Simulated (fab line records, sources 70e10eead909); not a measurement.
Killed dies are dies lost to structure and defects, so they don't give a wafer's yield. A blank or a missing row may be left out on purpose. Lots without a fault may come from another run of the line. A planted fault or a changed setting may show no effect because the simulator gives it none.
A struck lot beside a sound one | flow nand_harc | 13 steps out of a route of 1159
Sound: wafers L526.1, L526.5, L526.6. Struck: wafers L527.1, L527.5. (L527.6 of the same lot was not struck and is left out.) The cause comes at the end.
At each step with rows: each side's tool, then ch and its chambers, then its first start. Under that, the readings that differ: sound wafers | struck wafers | difference of the means | sigmas: that difference in standard deviations of wafers without a fault.
alike: readings whose means differ by less than 2 such deviations, and words and numbers that are the same on both sides. not compared: withheld readings, readings that some wafer has no value for, bounds like >300 that may hide the same value, and numbers for which the record gives no deviation and whose values overlap.
The two part at a step that has a row with sigmas, a row that says differs or no value, or rows on one side only. Numbers that don't overlap but have no deviation are shown without sigmas and don't part them. A reading that every wafer of one side lacks parts them only if that side has two wafers or more.

first, 2 steps without rows for these wafers: NHARC_A_ONON_D1_ANNEAL_15 (time 3600 s); NHARC_A_ONON_D1_DEP_16 (target thk 1000 nm).
NHARC_A_ONON_D1_THK_MEAS_18: measures by ellipsometry.
  sound on film_metro-02, day 10 06:59; struck on film_metro-01, day 11 20:08
  reading     | sound          | struck  | difference | sigmas
  thk_nm (nm) | 1011 1012 1012 | 980 981 | -31        | -3
then, 1 step without rows for these wafers: NHARC_A_ONON_D1_DEP_19 (target thk 1000 nm).
NHARC_A_ONON_D1_THK_MEAS_21: measures by ellipsometry.
  sound on film_metro-01, day 10 07:32; struck on film_metro-02, day 11 20:42
  alike: thk_nm
then, 1 step without rows for these wafers: NHARC_A_ONON_D1_DEP_22 (target thk 1000 nm).
NHARC_A_ONON_D1_THK_MEAS_24: measures by ellipsometry.
  sound on film_metro-01, day 10 08:07; struck on film_metro-02, day 11 21:16
  alike: thk_nm
then, 1 step without rows for these wafers: NHARC_A_ONON_D1_DEP_25 (target thk 1000 nm).
NHARC_A_ONON_D1_THK_MEAS_27: measures by ellipsometry.
  sound on film_metro-02, day 10 08:40; struck on film_metro-01, day 11 21:50
  reading     | sound       | struck    | difference | sigmas
  thk_nm (nm) | 986 986 986 | 1018 1018 | +32        | +3
then, 1 step without rows for these wafers: NHARC_A_ONON_D1_DEP_28 (target thk 1000 nm).
NHARC_A_ONON_D1_THK_MEAS_30: measures by ellipsometry.
  sound on film_metro-01, day 10 09:14; struck on film_metro-01, day 11 22:23
  alike: thk_nm
NHARC_A_ONON_D1_DEP_33: deposits SiO2, target thk 200 nm.
  sound on pecvd-01 ch 1,2, day 10 09:21; struck on pecvd-03 ch 0, day 11 22:30
  reading              | sound             | struck      | difference | sigmas
  rf_fwd_power_W (W)   | 899.5 901.4 895.3 | 539.6 536.7 | -360.6     | -99 or more
  showerhead_vpp_V (V) | 1865 1857 1855    | 1393 1416   | -454       | -6
  alike: heater_power_w, susceptor_temp_C, throttle_valve_pct
NHARC_A_ONON_D1_THK_MEAS_34: measures by ellipsometry.
  sound on film_metro-01, day 10 09:43; struck on film_metro-01, day 11 22:52
  reading     | sound             | struck      | difference | sigmas
  thk_nm (nm) | 197.6 199.2 203.0 | 173.9 177.8 | -24.1      | -9

WHERE THEY PART
First at NHARC_A_ONON_D1_THK_MEAS_18; last, within this record, at NHARC_A_ONON_D1_THK_MEAS_34.

WHY: what the simulator had put in
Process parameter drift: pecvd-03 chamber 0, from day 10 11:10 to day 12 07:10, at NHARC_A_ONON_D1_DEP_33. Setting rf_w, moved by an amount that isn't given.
